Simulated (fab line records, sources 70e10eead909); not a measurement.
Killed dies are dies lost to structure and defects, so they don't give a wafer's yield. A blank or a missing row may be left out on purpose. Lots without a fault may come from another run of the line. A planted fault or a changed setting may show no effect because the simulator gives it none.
fab line records | flow nand_harc
record lots=11 wafers=33 last_day=30
route steps=1302 shown A_CONTACT@1098 A_BLC@1119
lots that met no fault: from a run of the same line without faults
start_h: hours from the record's first day to the start of the lot's first wafer shown | wait_h: hours since the lot's step before | " the same as in the row above | L1.1+2: a row that stands for several wafers | - no value, or no start given | * or withheld: withheld | < > ~ a bound
route shown NAME@n: a module of which the file shows steps, and the number in the route of the first | usual: mean/standard deviation of fault-free wafers | same: alike in all rows | chamber/n: place in a boat | sites: the reading at each site | _std_site: their standard deviation | _edge_site: outer sites' mean less inner sites' | radius_mm: how far each site lies from the wafer's centre | mask NAME#n: copy n | behind: the tool/chamber that last shaped the wafer | hold: why the lot was held/for how many hours/how that ended | device: the transistor (n, p or np) that didn't switch | end of line: the same wafers' tests at the end of the route | a step without rows: its recipe alone | killed: dies lost to structure and defects at the first sort, not the wafer's yield | map: a wafer's dies, x killed, . not, _ none there
set.NAME: the setting as run; set.NAME@STEP: as run at that earlier step | model.NAME: the simulator's own value behind a step, which no gauge read
steps of the route over a sample of lots; a table a step, a row a wafer
services: from which hour (start_h, from the record's first day; less than 0 if before it) a tool's chamber was out of use, for how many hours, and why
## steps
# step NHARC_A_CONTACT_ETCH_110
# recipe target_depth_a=600 overetch_a=60 time_s=33 ion_energy_ev=100 cf4_flow_sccm=80 o2_flow_sccm=20 ar_flow_sccm=0 rf_w=300 bias_w=100 chemistry=CF4/O2
# usual drypump_motor_current_A=6.12/0.26 oes_product_au=1.002/0.0082 rf_vpp_V=197.9/1.9 showerhead_plenum_p_Torr=1.35/0.082 throttle_valve_pct=13.398/0.0086
# columns lot.wafer tool chamber start_h wait_h drypump_motor_current_A oes_product_au rf_hours_counter_h rf_vpp_V showerhead_plenum_p_Torr throttle_valve_pct
L609.3 rie_diel-02 3 513.07 0.1 5.62 1.009 8 195.4 1.24 13.390
L609.2 " 0 " " 6.21 1.007 21 198.4 1.44 13.393
L609.6 " 3 " " 5.62 1.008 - 196.4 1.24 13.404
L610.3 rie_diel-13 3 555.37 0.1 6.04 0.996 7 196.2 1.25 13.403
L610.2 " 1 " " 6.41 0.992 6 200.0 1.38 13.401
L610.6 " 3 " " 6.03 0.987 - 196.5 1.25 13.389
L611.1 rie_diel-13 0 556.76 0.1 6.46 1.009 7 195.2 1.26 13.405
L611.4 " 1 " " 6.39 0.995 6 198.3 1.38 13.390
L611.5 " 3 " " 6.04 0.993 - 194.1 1.25 13.391
L614.3 rie_diel-13 1 587.67 0.1 6.43 1.016 17 198.2 1.38 13.400
L614.2 " 3 " " 6.08 1.003 17 195.2 1.25 13.385
L614.6 " 0 " " 6.44 1.013 - 195.7 1.26 13.389
L615.1 rie_diel-02 1 606.80 0.1 6.00 1.000 6 199.9 1.43 13.392
L615.6 " 3 " " 5.59 1.014 - 195.4 1.24 13.403
L615.5 " 0 " " 6.21 1.011 - 199.9 1.44 13.398
L617.3 rie_diel-02 3 610.00 0.1 5.60 1.006 8 195.3 1.24 13.403
L617.4 " 1 " " 6.00 1.011 7 198.6 1.43 13.408
L617.6 " 2 " " 6.36 1.004 - 198.6 1.39 13.401
L618.3 rie_diel-07 1 625.08 0.1 5.71 0.996 51 196.8 1.24 13.393
L618.5 " 1 " " 5.72 1.003 - 194.1 1.24 13.422
L618.6 " 2 " " 5.90 0.998 - 197.5 1.31 13.396
L619.2 rie_diel-07 0 645.14 0.1 6.05 1.007 62 199.8 1.43 13.393
L619.4 " 2 " " 5.87 0.990 30 197.5 1.30 13.392
L619.6 " 0 " " 6.04 0.999 - 199.0 1.43 13.377
L620.2 rie_diel-07 1 647.23 0.1 5.73 0.990 58 195.8 1.24 13.389
L620.6 " 0 " " 6.07 0.998 - 199.3 1.43 13.376
L620.5 " 1 " " 5.74 0.989 - 196.0 1.24 13.415
L627.4 rie_diel-07 3 717.84 0.1 6.15 1.001 22 199.0 1.39 13.410
L627.1 " 0 " " 6.08 1.005 20 199.9 1.43 13.389
L627.2 " 1 " " 5.73 1.006 20 195.4 1.24 13.393
L629.4 rie_diel-02 2 722.27 0.1 6.37 1.001 26 197.7 1.38 13.395
L629.2 " 3 " " 5.58 1.002 26 194.6 1.23 13.398
L629.6 " 1 " " 6.01 0.996 - 200.0 1.43 13.399
# step NHARC_A_CONTACT_STRIP_26
# recipe o2_flow_sccm=500 ar_flow_sccm=0 bias_w=0 chemistry=O2
# usual drypump_motor_current_A=6.15/0.25 oes_product_au=1.003/0.0072 rf_vpp_V=57.8/0.99 showerhead_plenum_p_Torr=3.56/0.2 throttle_valve_pct=17.038/0.0095
# columns lot.wafer tool chamber start_h wait_h drypump_motor_current_A oes_product_au rf_hours_counter_h rf_vpp_V showerhead_plenum_p_Torr throttle_valve_pct
L609.2 rie_diel-02 0 - - 6.23 0.995 21 59.7 3.80 17.023
L609.3 " 1 " " 6.03 0.993 23 58.1 3.78 17.032
L609.6 " 3 " " 5.64 1.009 - 56.9 3.29 17.032
L610.3 rie_diel-13 0 - - 6.48 1.002 7 56.4 3.34 17.021
L610.2 " 2 " " 6.26 0.999 6 58.4 3.77 17.040
L610.6 " 3 " " 6.04 0.991 - 57.7 3.32 17.049
L611.1 rie_diel-13 3 - - 6.11 0.992 7 56.9 3.32 17.033
L611.4 " 1 " " 6.39 0.999 6 58.1 3.64 17.059
L611.5 " 2 " " 6.25 0.998 - 58.9 3.77 17.056
L614.3 rie_diel-13 0 - - 6.44 1.006 19 56.8 3.33 17.034
L614.2 " 1 " " 6.41 1.010 17 58.8 3.63 17.052
L614.6 " 0 " " 6.47 1.008 - 56.0 3.33 17.039
L615.1 rie_diel-02 0 - - 6.24 1.014 7 57.8 3.79 17.042
L615.5 " 1 " " 6.05 1.005 - 58.1 3.77 17.041
L615.6 " 2 " " 6.37 1.022 - 57.7 3.66 17.053
L617.3 rie_diel-02 3 - - 5.62 1.014 8 56.9 3.28 17.033
L617.4 " 1 " " 6.05 1.005 7 57.8 3.77 17.055
L617.6 " 2 " " 6.38 1.004 - 57.6 3.66 17.043
L618.3 rie_diel-07 0 - - 6.12 0.997 53 59.5 3.78 17.037
L618.5 " 0 " " 6.14 1.002 - 57.8 3.78 17.027
L618.6 " 1 " " 5.74 1.000 - 56.6 3.30 17.030
L619.2 rie_diel-07 0 - - 6.08 1.002 63 59.3 3.77 17.045
L619.4 " 3 " " 6.14 1.010 64 57.9 3.67 17.042
L619.6 " 0 " " 6.08 0.997 - 58.1 3.77 17.040
L620.2 rie_diel-07 0 - - 6.12 1.008 63 60.1 3.77 17.036
L620.6 " 3 " " 6.13 0.997 - 57.0 3.67 17.038
L620.5 " 0 " " 6.13 1.013 - 58.3 3.77 17.021
L627.2 rie_diel-07 3 - - 6.15 1.002 22 58.9 3.66 17.021
L627.4 " 0 " " 6.07 0.995 20 58.8 3.76 17.034
L627.1 " 1 " " 5.72 1.000 20 57.1 3.28 17.041
L629.4 rie_diel-02 1 - - 6.01 0.999 26 58.3 3.76 17.036
L629.2 " 0 " " 6.23 1.004 27 57.4 3.78 17.029
L629.6 " 2 " " 6.42 1.011 - 57.0 3.64 17.037
# step NHARC_A_CONTACT_CVD_19
# recipe target_thk_a=3000 temp_c=300 pressure_torr=40 wf6_flow_sccm=40 h2_flow_sccm=1600 ar_flow_sccm=1560 time_s=802 material=W
# usual chamber_pressure_Torr=40.01/0.082 heater_power_w=443/37 throttle_valve_pct=7.90/0.24
# columns lot.wafer tool chamber start_h wait_h chamber_pressure_Torr heater_power_w throttle_valve_pct
L609.2 cvd_w-02 1 - - 39.92 433 7.75
L609.3 " 0 " " 39.87 421 8.07
L609.6 " 1 " " 39.88 440 7.76
L610.2 cvd_w-02 1 - - 39.99 436 8.01
L610.3 " 0 " " 39.92 431 8.24
L610.6 " 0 " " 39.96 417 8.36
L611.1 cvd_w-02 0 - - 39.96 422 8.20
L611.4 " 1 " " 40.02 436 7.82
L611.5 " 1 " " 40.00 446 7.98
L614.2 cvd_w-01 1 - - 40.14 502 7.93
L614.3 " 1 " " 39.96 520 7.83
L614.6 " 1 " " 40.10 515 7.48
L615.1 cvd_w-02 1 - - 39.88 433 8.03
L615.6 " 0 " " 39.96 422 8.25
L615.5 " 1 " " 39.95 437 7.80
L617.4 cvd_w-02 1 - - 39.96 429 8.27
L617.3 " 0 " " 40.02 417 8.25
L617.6 " 1 " " 39.90 447 7.77
L618.3 cvd_w-01 0 - - 40.03 425 7.87
L618.5 " 0 " " 40.01 425 8.00
L618.6 " 1 " " 40.12 526 7.86
L619.2 cvd_w-02 0 - - 40.07 429 7.49
L619.4 " 1 " " 39.84 413 8.19
L619.6 " 1 " " 39.81 422 8.05
L620.2 cvd_w-02 0 - - 40.08 420 7.68
L620.6 " 1 " " 40.01 416 7.88
L620.5 " 0 " " 40.11 417 7.49
L627.2 cvd_w-02 0 - - 40.21 420 7.65
L627.1 " 1 " " 39.91 424 7.80
L627.4 " 1 " " 39.96 415 8.19
L629.2 cvd_w-02 1 - - 39.93 416 8.24
L629.4 " 0 " " 40.10 421 7.69
L629.6 " 1 " " 40.00 432 8.23
# step NHARC_A_CONTACT_CMP_20
# recipe t_overpolish_s=30 target_thk_nm=300
# usual edge_zone_pressure_frac=1.001/0.0049 motor_current_A=11.2/1.3 overpolish_run_s=29.999/0.0088 time_to_endpoint_s=60/3
# same t_overpolish_s=30
# columns lot.wafer tool chamber start_h wait_h edge_zone_pressure_frac motor_current_A overpolish_run_s time_to_endpoint_s
L609.2 cmp-03 1 514.82 0.8 1.003 13.0 30.007 59
L609.3 " 3 " " 1.000 10.5 29.989 55
L609.6 " 2 " " 0.997 9.8 29.999 57
L610.2 cmp-02 3 557.14 0.8 0.999 13.3 30.002 58
L610.3 " 2 " " 1.014 10.8 30.018 59
L610.6 " 3 " " 1.005 13.5 30.001 58
L611.1 cmp-04 2 558.50 0.8 1.002 10.8 30.001 65
L611.4 " 1 " " 0.998 10.0 29.988 67
L611.5 " 2 " " 1.003 11.7 29.995 64
L614.2 cmp-03 3 589.57 0.8 1.000 10.2 30.005 60
L614.3 " 1 " " 0.995 12.8 30.014 66
L614.6 " 3 " " 1.008 9.6 30.005 64
L615.1 cmp-02 3 608.57 0.7 1.005 13.7 29.993 61
L615.5 " 2 " " 0.996 10.5 29.999 64
L615.6 " 3 " " 1.008 13.1 29.989 62
L617.4 cmp-02 2 611.79 0.6 0.997 11.0 30.008 56
L617.3 " 3 " " 1.007 13.4 30.013 60
L617.6 " 1 " " 1.006 9.7 29.991 54
L618.3 cmp-04 1 626.88 0.6 0.998 9.9 30.004 56
L618.5 " 2 " " 1.001 11.2 30.001 53
L618.6 " 3 " " 1.004 11.6 30.001 55
L619.2 cmp-04 3 646.91 0.7 1.007 10.9 30.015 55
L619.4 " 0 " " 1.001 10.1 30.005 58
L619.6 " 1 " " 0.994 9.7 29.990 59
L620.2 cmp-02 0 649.04 0.7 1.008 11.8 29.989 61
L620.6 " 1 " " 1.000 9.6 30.003 59
L620.5 " 2 " " 1.011 11.0 30.004 62
L627.4 cmp-03 1 719.57 0.4 1.013 13.3 0.034 117
L627.1 " 3 " " 0.997 10.2 0.039 117
L627.2 " 0 " " 1.008 10.4 0.038 117
L629.2 cmp-03 1 724.02 0.8 0.993 12.9 0.034 116
L629.4 " 0 " " 1.006 11.1 0.032 116
L629.6 " 2 " " 1.000 10.4 0.036 116
# step NHARC_A_CONTACT_INSPECT_23
# usual raw_defect_count=515/120
# columns lot.wafer tool chamber start_h wait_h hold raw_defect_count
L609.2 defect_inspect-02 - 515.22 0.1 - 423
L609.3 " - " " - 434
L609.6 " - " " - 376
L610.2 defect_inspect-02 - 557.54 0.1 - 495
L610.3 " - " " - 451
L610.6 " - " " - 340
L611.1 defect_inspect-02 - 558.90 0.1 - 427
L611.4 " - " " - 583
L611.5 " - " " - 502
L614.2 defect_inspect-02 - 589.97 0.1 - 490
L614.3 " - " " - 471
L614.6 " - " " - 535
L615.1 defect_inspect-02 - 608.95 0.1 - 578
L615.5 " - " " - 475
L615.6 " - " " - 706
L617.3 defect_inspect-01 - 612.15 0.1 - 518
L617.4 " - " " - 362
L617.6 " - " " - 566
L618.3 defect_inspect-02 - 627.21 0.1 - 452
L618.5 " - " " - 449
L618.6 " - " " - 448
L619.2 defect_inspect-02 - 647.26 0.1 - 473
L619.4 " - " " - 433
L619.6 " - " " - 423
L620.2 defect_inspect-01 - 649.37 0.1 - 424
L620.5 " - " " - 688
L620.6 " - " " - 498
L627.1 defect_inspect-01 - 719.97 0.1 await_dispo/0.2h/release 2005
L627.2 " - " " await_dispo/0.2h/release 2595
L627.4 " - " " await_dispo/0.2h/release 1964
L627.1 defect_inspect-01 - 720.14 0.2 - 2027
L627.2 " - " " - 2600
L627.4 " - " " - 1956
L629.2 defect_inspect-01 - 724.42 0.1 await_dispo/0.2h/release 1834
L629.4 " - " " await_dispo/0.2h/release 2171
L629.6 " - " " await_dispo/0.2h/release 2081
L629.2 defect_inspect-01 - 724.59 0.2 - 1872
L629.4 " - " " - 2146
L629.6 " - " " - 2092
# step NHARC_A_BLC_INSPECT_12
# usual raw_defect_count=84/41
# columns lot.wafer tool chamber start_h wait_h hold raw_defect_count
L609.2 defect_inspect-01 - 515.86 0.0 - 120
L609.3 " - " " - 115
L609.6 " - " " - 134
L610.2 defect_inspect-02 - 558.18 0.0 - 23
L610.3 " - " " - 23
L610.6 " - " " - 32
L611.1 defect_inspect-01 - 559.53 0.0 - 119
L611.4 " - " " - 107
L611.5 " - " " - 125
L614.2 defect_inspect-02 - 590.47 0.0 - 119
L614.3 " - " " - 126
L614.6 " - " " - 114
L615.1 defect_inspect-01 - 609.46 0.0 - 73
L615.5 " - " " - 78
L615.6 " - " " - 95
L617.3 defect_inspect-02 - 612.66 0.0 - 45
L617.4 " - " " - 33
L617.6 " - " " - 44
L618.3 defect_inspect-02 - 627.72 0.0 - 72
L618.5 " - " " - 68
L618.6 " - " " - 62
L619.2 defect_inspect-02 - 647.77 0.0 - 56
L619.4 " - " " - 48
L619.6 " - " " - 33
L620.2 defect_inspect-01 - 649.88 0.0 - 15
L620.5 " - " " - 22
L620.6 " - " " - 18
L627.1 defect_inspect-02 - 724.00 0.0 await_dispo/0.2h/release 3680
L627.2 " - " " await_dispo/0.2h/release 6144
L627.4 " - " " await_dispo/0.2h/release 3849
L627.1 defect_inspect-02 - 724.17 0.2 - 3693
L627.2 " - " " - 6128
L627.4 " - " " - 3845
L629.2 defect_inspect-01 - 729.40 0.0 await_dispo/0.2h/release 3604
L629.4 " - " " await_dispo/0.2h/release 3711
L629.6 " - " " await_dispo/0.2h/release 3687
L629.2 defect_inspect-01 - 729.57 0.2 - 3614
L629.4 " - " " - 3709
L629.6 " - " " - 3720
## services
# columns tool chamber start_h hours kind
cvd_w-02 1 489.96 5.6 repair
rie_diel-07 1 497.00 2.0 repair
rie_diel-07 2 505.24 65.9 repair
rie_diel-02 3 520.28 9.4 repair
rie_diel-13 - 521.21 9.0 pm
cmp-02 - 526.50 4.0 pm
cmp-03 - 540.96 2.4 repair
cmp-03 - 554.17 4.0 pm
rie_diel-02 - 570.70 9.0 pm
rie_diel-13 - 597.85 0.8 repair
cmp-02 - 599.11 1.4 repair
rie_diel-07 0 619.56 4.4 repair
cmp-02 - 624.58 4.0 pm
cvd_w-02 - 631.30 13.0 pm
rie_diel-02 3 633.45 5.0 repair
rie_diel-07 - 648.39 9.0 pm
cmp-03 - 652.17 4.0 pm
rie_diel-02 - 668.68 1.2 repair
cvd_w-02 - 670.24 1.0 repair
rie_diel-07 - 674.05 0.3 repair
rie_diel-07 0 691.05 7.6 repair
cmp-02 - 697.05 0.7 repair
rie_diel-13 - 698.21 9.0 pm
cmp-02 - 722.60 4.0 pm
## key
first_sign step=NHARC_A_CONTACT_CMP_20 reading=overpolish_run_s direction=down sigmas=99+ usual=29.999 struck=0.035
effect step=NHARC_A_CONTACT_CMP_20 reading=time_to_endpoint_s direction=up sigmas=19 usual=* struck=*
effect step=NHARC_A_CONTACT_INSPECT_23 reading=visit direction=added
effect step=NHARC_A_CONTACT_INSPECT_23 reading=raw_defect_count direction=up sigmas=14 usual=515 struck=2108
effect step=NHARC_A_BLC_INSPECT_12 reading=visit direction=added
effect step=NHARC_A_BLC_INSPECT_12 reading=raw_defect_count direction=up sigmas=99 usual=84 struck=4112
met_at NHARC_A_CONTACT_CMP_20
struck_lots L627,L629
scrapped_behind NHARC_A_BLC_INSPECT_12 L627.1,L627.2,L627.4,L629.2,L629.4,L629.6
not_acting_at NHARC_A_CONTACT_ETCH_110,NHARC_A_CONTACT_STRIP_26,NHARC_A_CONTACT_CVD_19
onset_between 589.57 719.57
fault kind=process_parameter_drift tool=cmp-03 chamber=- onset_h=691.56 steps=NHARC_A_CONTACT_CMP_20 channel=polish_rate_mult offset=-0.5 shape=step end_h=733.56
